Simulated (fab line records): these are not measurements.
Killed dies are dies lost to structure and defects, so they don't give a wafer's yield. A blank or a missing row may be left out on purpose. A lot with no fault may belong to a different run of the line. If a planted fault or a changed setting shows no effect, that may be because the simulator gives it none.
fab line records :: flow n5-finfet
[record]
  lots = 4
  wafers = 12
  last-day = 19
route steps=1938 shown FIN_SAQP@90 BEOL_M4@1111
lots untouched by any fault: they come from a run of this same line in which no faults occurred
start-h: hours from the record's first day to the start of the lot's first wafer shown :: wait-h: hours elapsed since this lot's preceding step :: " unchanged from the row above :: L1.1+2: several wafers, shown together as one row :: - no value, or no start given :: * or withheld: withheld :: < > ~ a bound
route shown NAME@n: names a module that has steps shown in the file, with the first one's number in the route :: usual: average and standard deviation across the fault-free wafers :: same: alike in all rows :: chamber/n: place in a boat :: sites: readings site by site :: _std_site: standard deviation of those values :: _edge_site: the outer-site mean with the inner-site mean subtracted :: radius-mm: for every site, how far away it sits from the centre of the wafer :: mask NAME#n: copy n :: behind: the most recent tool/chamber to have shaped the wafer :: hold: what put the lot on hold/how long, in hours/how the hold closed :: device: the transistor (n, p or np) that didn't switch :: end of line: the tests these same wafers got at the end of their route :: a step without rows: its recipe alone :: killed: not the wafer's yield, but the dies lost to structure and defects at the first sort :: map: a wafer's dies, x killed, . not, _ none there
set.NAME: setting as actually run; set.NAME@STEP: the setting as run at that earlier step :: model.NAME: the simulator's own value behind a step, which no gauge read
lots seen at some steps along the route; tables by step, rows by wafer
services: from which hour (start-h, from the record's first day; less than 0 if before it) a tool's chamber was out of use, for how many hours, and why
[[steps]]
[step N5_FIN_SAQP_PRECLEAN_42]
[recipe]
  chemistry = O3/DIW
  time-s = 60
  temp-c = 22
  o3-ppm = 10
[step N5_FIN_SAQP_PRECLEAN_00]
[recipe]
  chemistry = SC1
  time-s = 60
  temp-c = 55
  mix = 1:2:50
[step N5_FIN_SAQP_PRECLEAN_44]
[recipe]
  chemistry = SC2
  time-s = 45
  temp-c = 35
  mix = 1:1:50
[step N5_FIN_SAQP_SRD_01]
[recipe]
  dry = ipa-marangoni
  time-s = 30
  temp-c = 23
  rinse-liquid = diw
[step N5_FIN_SAQP_ALD_61]
[recipe]
  material = SiO2
  target-thk-a = 40
  temp-c = 300
  ald-precursor-family = BDEAS
  ald-co-reactant = O2-plasma
  pulse-time-s = 1
  purge-time-s = 2
  co-reactant-purge-time-s = 2
  ald-cycles = 43
  pressure-torr = 2
[step N5_FIN_SAQP_DENSIFY_62]
[recipe]
  temp-c = 700
  time-s = 60
  ambient = N2
  idle-temp-c = 600
  ramp-up-c-per-s = 150
  ramp-down-c-per-s = 60
  cool-to-c = 600
[step N5_FIN_SAQP_HM_DEP_03]
[recipe]
  material = SiNx
  target-thk-a = 380
  temp-c = 400
  precursor = SiH4/NH3/N2
  pressure-torr = 1.5
  rf-w = 300
  time-s = 33.6
[step N5_FIN_SAQP_PECVD_47]
[recipe]
  material = a-Si
  target-thk-a = 450
  temp-c = 400
  precursor = SiH4/He
  pressure-torr = 3
  rf-w = 100
  time-s = 36.3
[step N5_FIN_SAQP_PECVD_48]
[recipe]
  material = SiNx
  target-thk-a = 250
  temp-c = 400
  precursor = SiH4/NH3/N2
  pressure-torr = 1.5
  rf-w = 300
  time-s = 22.1
[step N5_FIN_SAQP_PECVD_06]
[recipe]
  material = a-Si
  target-thk-a = 600
  temp-c = 400
  precursor = SiH4/He
  pressure-torr = 3
  rf-w = 100
  time-s = 48.1
[step N5_FIN_SAQP_HM_DEP_72]
[recipe]
  material = SiO2
  target-thk-a = 120
  temp-c = 400
  precursor = SiH4/N2O
  pressure-torr = 0.75
  rf-w = 275
  time-s = 7.2
[usual]
  heater-power-w = 799/97
  showerhead-plenum-p-Torr = 8.10/0.16
lot.wafer: L217.3
tool: pecvd-02
chamber: 0
start-h: 41.08
wait-h: 0.0
heater-power-w: 728
showerhead-plenum-p-Torr: 8.14
model.SiO2_of_FIN_SAQP_HM_DEP_72.thk-nm: 11.8

lot.wafer: L217.4
tool: pecvd-02
chamber: 2
start-h: 41.08
wait-h: 0.0
heater-power-w: 937
showerhead-plenum-p-Torr: 8.24
model.SiO2_of_FIN_SAQP_HM_DEP_72.thk-nm: 12.17

lot.wafer: L217.6
tool: pecvd-02
chamber: 1
start-h: 41.08
wait-h: 0.0
heater-power-w: 711
showerhead-plenum-p-Torr: 8.13
model.SiO2_of_FIN_SAQP_HM_DEP_72.thk-nm: 11.93

lot.wafer: L230.1
tool: pecvd-02
chamber: 1
start-h: 117.51
wait-h: 0.0
heater-power-w: 758
showerhead-plenum-p-Torr: 8.15
model.SiO2_of_FIN_SAQP_HM_DEP_72.thk-nm: 8.197

lot.wafer: L230.2
tool: pecvd-02
chamber: 2
start-h: 117.51
wait-h: 0.0
heater-power-w: 820
showerhead-plenum-p-Torr: 8.24
model.SiO2_of_FIN_SAQP_HM_DEP_72.thk-nm: 12.14

lot.wafer: L230.3
tool: pecvd-02
chamber: 0
start-h: 117.51
wait-h: 0.0
heater-power-w: 817
showerhead-plenum-p-Torr: 8.14
model.SiO2_of_FIN_SAQP_HM_DEP_72.thk-nm: 8.328

lot.wafer: L235.2
tool: pecvd-01
chamber: 2
start-h: 147.45
wait-h: 0.0
heater-power-w: 653
showerhead-plenum-p-Torr: 7.98
model.SiO2_of_FIN_SAQP_HM_DEP_72.thk-nm: 12.01

lot.wafer: L235.4
tool: pecvd-01
chamber: 0
start-h: 147.45
wait-h: 0.0
heater-power-w: 903
showerhead-plenum-p-Torr: 8.39
model.SiO2_of_FIN_SAQP_HM_DEP_72.thk-nm: 12.16

lot.wafer: L235.6
tool: pecvd-01
chamber: 1
start-h: 147.45
wait-h: 0.0
heater-power-w: 753
showerhead-plenum-p-Torr: 8.04
model.SiO2_of_FIN_SAQP_HM_DEP_72.thk-nm: 12.05

lot.wafer: L236.2
tool: pecvd-02
chamber: 0
start-h: 154.01
wait-h: 0.0
heater-power-w: 806
showerhead-plenum-p-Torr: 8.12
model.SiO2_of_FIN_SAQP_HM_DEP_72.thk-nm: 12.05

lot.wafer: L236.3
tool: pecvd-02
chamber: 2
start-h: 154.01
wait-h: 0.0
heater-power-w: 864
showerhead-plenum-p-Torr: 8.22
model.SiO2_of_FIN_SAQP_HM_DEP_72.thk-nm: 8.476

lot.wafer: L236.4
tool: pecvd-02
chamber: 1
start-h: 154.01
wait-h: 0.0
heater-power-w: 667
showerhead-plenum-p-Torr: 8.14
model.SiO2_of_FIN_SAQP_HM_DEP_72.thk-nm: 12.21
[step N5_FIN_SAQP_COAT_49]
[recipe]
  resist = SOC
  temp-c = 250
  time-s = 60
  spin-rpm = 1500
  resist-thk-nm = 100
[step N5_FIN_SAQP_COAT_50]
[recipe]
  resist = SiARC
  temp-c = 220
  time-s = 60
  spin-rpm = 1500
  resist-thk-nm = 35
[step N5_FIN_SAQP_COAT_10]
[recipe]
  resist = CAR-ArF
  spin-rpm = 1500
  resist-thk-nm = 90
[step N5_FIN_SAQP_EBR_12]
[recipe]
  solvent = PGMEA
  ebr-width-mm = 1.5
[step N5_FIN_SAQP_SOFTBAKE_11]
[recipe]
  temp-c = 110
  time-s = 60
  resist = CAR-ArF
[step N5_FIN_SAQP_EXPOSE_13]
[recipe]
  mask-id = FIN_CORE
  na = 1.35
  source-shape = dipole
  sigma-inner = 0.538
  sigma-outer = 0.738
  polarization = te
  target-cd-nm = 35.6
  dose-mj = 63.25
[step N5_FIN_SAQP_PEB_14]
[recipe]
  peb-temp-c = withheld
  peb-time-s = 60
  resist = CAR-ArF
[step N5_FIN_SAQP_DEVELOP_15]
[recipe]
  develop-time-s = 30
  developer = TMAH
  resist = CAR-ArF
  dev-temp-c = 23
  rinse-liquid = diw
  dry = air-spin
[step N5_FIN_SAQP_DESCUM_21]
[recipe]
  chemistry = O2
  time-s = 7.9
  source-power-w = 50
  bias-power-w = 20
  pressure-mtorr = 20
  rf-frequency-hz = 2.712e+07
  temp-c = 40
  resist = CAR-ArF
  o2-flow-sccm = 225
[step N5_FIN_SAQP_ETCH_51]
[recipe]
  chemistry = CF4
  target = SiARC
  target-depth-a = 455
  mask-material = CAR-ArF
  time-s = 75.8
  ion-energy-ev = 80
  pressure-mtorr = 40
  source-w = 545
  bias-w = 36
  Ar_flow_sccm = 100
  cf4-flow-sccm = 100
  ends = cleared
[step N5_FIN_SAQP_ETCH_52]
[recipe]
  chemistry = N2/H2
  target = SOC
  target-depth-a = 1000
  overetch-a = 200
  mask-material = SiARC
  temp-c = 40
  time-s = 150
  ion-energy-ev = 200
  pressure-mtorr = 30
  source-w = 840
  bias-w = 150
  n2-flow-sccm = 200
  h2-flow-sccm = 200
  ends = end-point
[step N5_FIN_SAQP_STRIP_53]
[recipe]
  chemistry = N2/H2
  temp-c = 40
  n2-flow-sccm = 200
  h2-flow-sccm = 200
  rf-frequency-hz = 6e+07
[step N5_FIN_SAQP_HM_OPEN_73]
[recipe]
  chemistry = CHF3/O2
  target = SiO2
  stop-on = a-Si
  target-depth-a = 120
  over-etch-frac = 1.8
  mask-material = SOC
  time-s = 16.8
  pressure-mtorr = 30
  source-w = 650
  bias-w = 170
  Ar_flow_sccm = 200
  CHF3_flow_sccm = 50
  O2_flow_sccm = 5
  ion-energy-ev = 200
  ends = end-point
[usual]
  chamber-pressure-mTorr = 30.006/0.029
  drypump-motor-current-A = 5.6/0.44
  oes-product-au = 0.48/0.056
  rf-vpp-V = 521/9.7
  showerhead-plenum-p-Torr = 2.40/0.081
  throttle-valve-pct = 18.87/0.26
lot.wafer: L217.3
tool: rie-diel-04
chamber: 1
start-h: 41.81
wait-h: 0.0
chamber-pressure-mTorr: 30.009
drypump-motor-current-A: 6.5
oes-product-au: 0.58
rf-hours-counter-h: 2
rf-vpp-V: 532
showerhead-plenum-p-Torr: 2.38
throttle-valve-pct: 19.01
model.etch.depth-nm: 11.8

lot.wafer: L217.4
tool: rie-diel-04
chamber: 2
start-h: 41.81
wait-h: 0.0
chamber-pressure-mTorr: 30.084
drypump-motor-current-A: 5.4
oes-product-au: 0.53
rf-hours-counter-h: 43
rf-vpp-V: 523
showerhead-plenum-p-Torr: 2.46
throttle-valve-pct: 18.46
model.etch.depth-nm: 12.17

lot.wafer: L217.6
tool: rie-diel-04
chamber: 2
start-h: 41.81
wait-h: 0.0
chamber-pressure-mTorr: 30.026
drypump-motor-current-A: 5.4
oes-product-au: 0.53
rf-hours-counter-h: -
rf-vpp-V: 524
showerhead-plenum-p-Torr: 2.46
throttle-valve-pct: 18.46
model.etch.depth-nm: 11.93

lot.wafer: L230.1
tool: rie-diel-04
chamber: 2
start-h: 118.13
wait-h: 0.0
chamber-pressure-mTorr: 30.067
drypump-motor-current-A: 5.4
oes-product-au: 0.45
rf-hours-counter-h: 69
rf-vpp-V: 522
showerhead-plenum-p-Torr: 2.45
throttle-valve-pct: 18.49
model.etch.depth-nm: 8.197

lot.wafer: L230.2
tool: rie-diel-04
chamber: 3
start-h: 118.13
wait-h: 0.0
chamber-pressure-mTorr: 30.005
drypump-motor-current-A: 5.8
oes-product-au: 0.42
rf-hours-counter-h: 248
rf-vpp-V: 505
showerhead-plenum-p-Torr: 2.27
throttle-valve-pct: 19.16
model.etch.depth-nm: 12.14

lot.wafer: L230.3
tool: rie-diel-04
chamber: 0
start-h: 118.13
wait-h: 0.0
chamber-pressure-mTorr: 30.025
drypump-motor-current-A: 5.1
oes-product-au: 0.36
rf-hours-counter-h: 243
rf-vpp-V: 523
showerhead-plenum-p-Torr: 2.39
throttle-valve-pct: 19.18
model.etch.depth-nm: 8.328

lot.wafer: L235.2
tool: rie-diel-01
chamber: 0
start-h: 148.19
wait-h: 0.0
chamber-pressure-mTorr: 30.028
drypump-motor-current-A: 5.5
oes-product-au: 0.57
rf-hours-counter-h: 1
rf-vpp-V: 532
showerhead-plenum-p-Torr: 2.38
throttle-valve-pct: 18.74
model.etch.depth-nm: 12.01

lot.wafer: L235.4
tool: rie-diel-01
chamber: 2
start-h: 148.19
wait-h: 0.0
chamber-pressure-mTorr: 30.044
drypump-motor-current-A: 5.9
oes-product-au: 0.42
rf-hours-counter-h: 226
rf-vpp-V: 506
showerhead-plenum-p-Torr: 2.29
throttle-valve-pct: 19.01
model.etch.depth-nm: 12.16

lot.wafer: L235.6
tool: rie-diel-01
chamber: 1
start-h: 148.19
wait-h: 0.0
chamber-pressure-mTorr: 30.003
drypump-motor-current-A: 5.3
oes-product-au: 0.42
rf-hours-counter-h: -
rf-vpp-V: 522
showerhead-plenum-p-Torr: 2.47
throttle-valve-pct: 18.95
model.etch.depth-nm: 12.05

lot.wafer: L236.2
tool: rie-diel-03
chamber: 2
start-h: 154.64
wait-h: 0.0
chamber-pressure-mTorr: 29.990
drypump-motor-current-A: 5.5
oes-product-au: 0.46
rf-hours-counter-h: 116
rf-vpp-V: 515
showerhead-plenum-p-Torr: 2.33
throttle-valve-pct: 18.93
model.etch.depth-nm: 12.05

lot.wafer: L236.3
tool: rie-diel-03
chamber: 3
start-h: 154.64
wait-h: 0.0
chamber-pressure-mTorr: 29.982
drypump-motor-current-A: 5.5
oes-product-au: 0.43
rf-hours-counter-h: 83
rf-vpp-V: 513
showerhead-plenum-p-Torr: 2.52
throttle-valve-pct: 18.58
model.etch.depth-nm: 8.476

lot.wafer: L236.4
tool: rie-diel-03
chamber: 3
start-h: 154.64
wait-h: 0.0
chamber-pressure-mTorr: 30.046
drypump-motor-current-A: 5.5
oes-product-au: 0.48
rf-hours-counter-h: -
rf-vpp-V: 513
showerhead-plenum-p-Torr: 2.52
throttle-valve-pct: 18.58
model.etch.depth-nm: 12.21
[step N5_FIN_SAQP_STRIP_74]
[recipe]
  chemistry = CHF3/O2
  resist = SiARC
  rf-frequency-hz = 6e+07
[step N5_BEOL_M4_RC_MEAS_101]
[usual]
  DIBL_N = 36.5/1.9
  DIBL_P = 36.4/2.2
  IOFF_N = 0.17/0.034
  IOFF_P = 0.21/0.036
  ION_N = 678/12
  ION_P = 462/7.1
  SS_N = 71.7/0.61
  SS_P = 73.4/0.71
  VT_N = 249/3.5
  VT_P = -251/3
lot.wafer: L217.3
tool: prober-01
chamber: 0
start-h: 208.96
wait-h: 0.3
DIBL_N[mV/V]: 35.2
DIBL_P[mV/V]: 35.4
IOFF_N[nA/um]: 0.17
IOFF_P[nA/um]: 0.22
ION_N[uA/um]: 684
ION_P[uA/um]: 468
SS_N[mV/dec]: 71.9
SS_P[mV/dec]: 73.3
VT_N[mV]: 249
VT_P[mV]: -249

lot.wafer: L217.4
tool: prober-01
chamber: 0
start-h: 208.96
wait-h: 0.3
DIBL_N[mV/V]: 35.3
DIBL_P[mV/V]: 35.8
IOFF_N[nA/um]: 0.17
IOFF_P[nA/um]: 0.23
ION_N[uA/um]: 677
ION_P[uA/um]: 470
SS_N[mV/dec]: 71.5
SS_P[mV/dec]: 73.9
VT_N[mV]: 246
VT_P[mV]: -249

lot.wafer: L217.6
tool: prober-01
chamber: 0
start-h: 208.96
wait-h: 0.3
DIBL_N[mV/V]: 35.2
DIBL_P[mV/V]: 34.8
IOFF_N[nA/um]: 0.16
IOFF_P[nA/um]: 0.21
ION_N[uA/um]: 679
ION_P[uA/um]: 466
SS_N[mV/dec]: 70.9
SS_P[mV/dec]: 72.8
VT_N[mV]: 250
VT_P[mV]: -249

lot.wafer: L230.1
tool: prober-02
chamber: 0
start-h: 298.30
wait-h: 0.0
DIBL_N[mV/V]: 38.4
DIBL_P[mV/V]: 37.8
IOFF_N[nA/um]: 0.19
IOFF_P[nA/um]: 0.24
ION_N[uA/um]: 687
ION_P[uA/um]: 474
SS_N[mV/dec]: 71.7
SS_P[mV/dec]: 73.8
VT_N[mV]: 247
VT_P[mV]: -249

lot.wafer: L230.2
tool: prober-02
chamber: 0
start-h: 298.30
wait-h: 0.0
DIBL_N[mV/V]: 35.8
DIBL_P[mV/V]: 34.0
IOFF_N[nA/um]: 0.13
IOFF_P[nA/um]: 0.17
ION_N[uA/um]: 664
ION_P[uA/um]: 450
SS_N[mV/dec]: 72.1
SS_P[mV/dec]: 72.6
VT_N[mV]: 253
VT_P[mV]: -253

lot.wafer: L230.3
tool: prober-02
chamber: 0
start-h: 298.30
wait-h: 0.0
DIBL_N[mV/V]: 36.9
DIBL_P[mV/V]: 36.0
IOFF_N[nA/um]: 0.17
IOFF_P[nA/um]: 0.21
ION_N[uA/um]: 697
ION_P[uA/um]: 469
SS_N[mV/dec]: 71.6
SS_P[mV/dec]: 73.1
VT_N[mV]: 244
VT_P[mV]: -248

lot.wafer: L235.2
tool: prober-01
chamber: 0
start-h: 308.18
wait-h: 0.3
DIBL_N[mV/V]: 35.7
DIBL_P[mV/V]: 37.7
IOFF_N[nA/um]: 0.17
IOFF_P[nA/um]: 0.20
ION_N[uA/um]: 696
ION_P[uA/um]: 474
SS_N[mV/dec]: 71.8
SS_P[mV/dec]: 73.0
VT_N[mV]: 247
VT_P[mV]: -252

lot.wafer: L235.4
tool: prober-01
chamber: 0
start-h: 308.18
wait-h: 0.3
DIBL_N[mV/V]: 36.2
DIBL_P[mV/V]: 37.8
IOFF_N[nA/um]: 0.18
IOFF_P[nA/um]: 0.19
ION_N[uA/um]: 694
ION_P[uA/um]: 459
SS_N[mV/dec]: 72.1
SS_P[mV/dec]: 73.6
VT_N[mV]: 249
VT_P[mV]: -253

lot.wafer: L235.6
tool: prober-01
chamber: 0
start-h: 308.18
wait-h: 0.3
DIBL_N[mV/V]: 36.0
DIBL_P[mV/V]: 37.4
IOFF_N[nA/um]: 0.17
IOFF_P[nA/um]: 0.19
ION_N[uA/um]: 691
ION_P[uA/um]: 455
SS_N[mV/dec]: 72.1
SS_P[mV/dec]: 73.1
VT_N[mV]: 249
VT_P[mV]: -253

lot.wafer: L236.2
tool: prober-01
chamber: 0
start-h: 334.01
wait-h: 0.2
DIBL_N[mV/V]: 38.2
DIBL_P[mV/V]: 38.9
IOFF_N[nA/um]: 0.22
IOFF_P[nA/um]: 0.23
ION_N[uA/um]: 683
ION_P[uA/um]: 458
SS_N[mV/dec]: 72.1
SS_P[mV/dec]: 74.4
VT_N[mV]: 244
VT_P[mV]: -248

lot.wafer: L236.3
tool: prober-01
chamber: 0
start-h: 334.01
wait-h: 0.2
DIBL_N[mV/V]: 37.7
DIBL_P[mV/V]: 37.7
IOFF_N[nA/um]: 0.19
IOFF_P[nA/um]: 0.20
ION_N[uA/um]: 680
ION_P[uA/um]: 456
SS_N[mV/dec]: 71.4
SS_P[mV/dec]: 73.8
VT_N[mV]: 246
VT_P[mV]: -250

lot.wafer: L236.4
tool: prober-01
chamber: 0
start-h: 334.01
wait-h: 0.2
DIBL_N[mV/V]: 32.8
DIBL_P[mV/V]: 32.9
IOFF_N[nA/um]: 0.12
IOFF_P[nA/um]: 0.15
ION_N[uA/um]: 671
ION_P[uA/um]: 462
SS_N[mV/dec]: 70.5
SS_P[mV/dec]: 71.9
VT_N[mV]: 251
VT_P[mV]: -255
[[services]]
tool: pecvd-02
chamber: -
start-h: 17.60
hours: 1.1
kind: repair

tool: rie-diel-04
chamber: 1
start-h: 22.90
hours: -
kind: clean

tool: rie-diel-04
chamber: 1
start-h: 22.90
hours: -
kind: consumable-replace:focus-ring

tool: rie-diel-04
chamber: 1
start-h: 22.90
hours: 13.8
kind: scheduled-down

tool: rie-diel-04
chamber: 1
start-h: 22.90
hours: 13.8
kind: vent-cycle

tool: rie-diel-01
chamber: 3
start-h: 32.21
hours: 1.2
kind: repair

tool: rie-diel-04
chamber: 3
start-h: 35.70
hours: 3.2
kind: repair

tool: rie-diel-03
chamber: 1
start-h: 37.62
hours: -
kind: clean

tool: rie-diel-03
chamber: 1
start-h: 37.62
hours: -
kind: consumable-replace:focus-ring

tool: rie-diel-03
chamber: 1
start-h: 37.62
hours: -
kind: consumable-replace:showerhead

tool: rie-diel-03
chamber: 1
start-h: 37.62
hours: 21.1
kind: scheduled-down

tool: rie-diel-03
chamber: 1
start-h: 37.62
hours: 21.1
kind: vent-cycle

tool: rie-diel-01
chamber: 1
start-h: 44.79
hours: 3.1
kind: repair

tool: rie-diel-04
chamber: 1
start-h: 80.43
hours: 8.6
kind: repair

tool: rie-diel-01
chamber: 2
start-h: 88.49
hours: 2.0
kind: repair

tool: pecvd-02
chamber: 0
start-h: 98.79
hours: 2.1
kind: scheduled-down

tool: rie-diel-03
chamber: -
start-h: 111.08
hours: 2.8
kind: pm

tool: rie-diel-04
chamber: 3
start-h: 128.01
hours: -
kind: clean

tool: rie-diel-04
chamber: 3
start-h: 128.01
hours: -
kind: consumable-replace:focus-ring

tool: rie-diel-04
chamber: 3
start-h: 128.01
hours: -
kind: consumable-replace:showerhead

tool: rie-diel-04
chamber: 3
start-h: 128.01
hours: 28.4
kind: scheduled-down

tool: rie-diel-04
chamber: 3
start-h: 128.01
hours: 28.4
kind: vent-cycle

tool: rie-diel-03
chamber: 1
start-h: 141.39
hours: 6.8
kind: repair

tool: rie-diel-03
chamber: 0
start-h: 149.41
hours: 9.5
kind: repair
[[key]]
first-sign none at tools or gauges
[model-effect]
  step = N5_FIN_SAQP_HM_DEP_72
  value = SiO2_of_FIN_SAQP_HM_DEP_72.thk-nm
  without = 11.95
  struck = 8.334
[model-effect]
  step = N5_FIN_SAQP_HM_OPEN_73
  value = etch.depth-nm
  without = 11.95
  struck = 8.334
met-at N5_FIN_SAQP_HM_DEP_72
struck-wafers L230.1,L230.3,L236.3
onset-between 41.08 117.51
[fault]
  kind = process-parameter-drift
  tool = pecvd-02
  chamber = -
  onset-h = 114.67
  steps = N5_FIN_SAQP_HM_DEP_72
  channel = time-s
  offset = *
  shape = step
  end-h = 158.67
  scope = struck-wafers-only
  acts-in = *
  stated = *
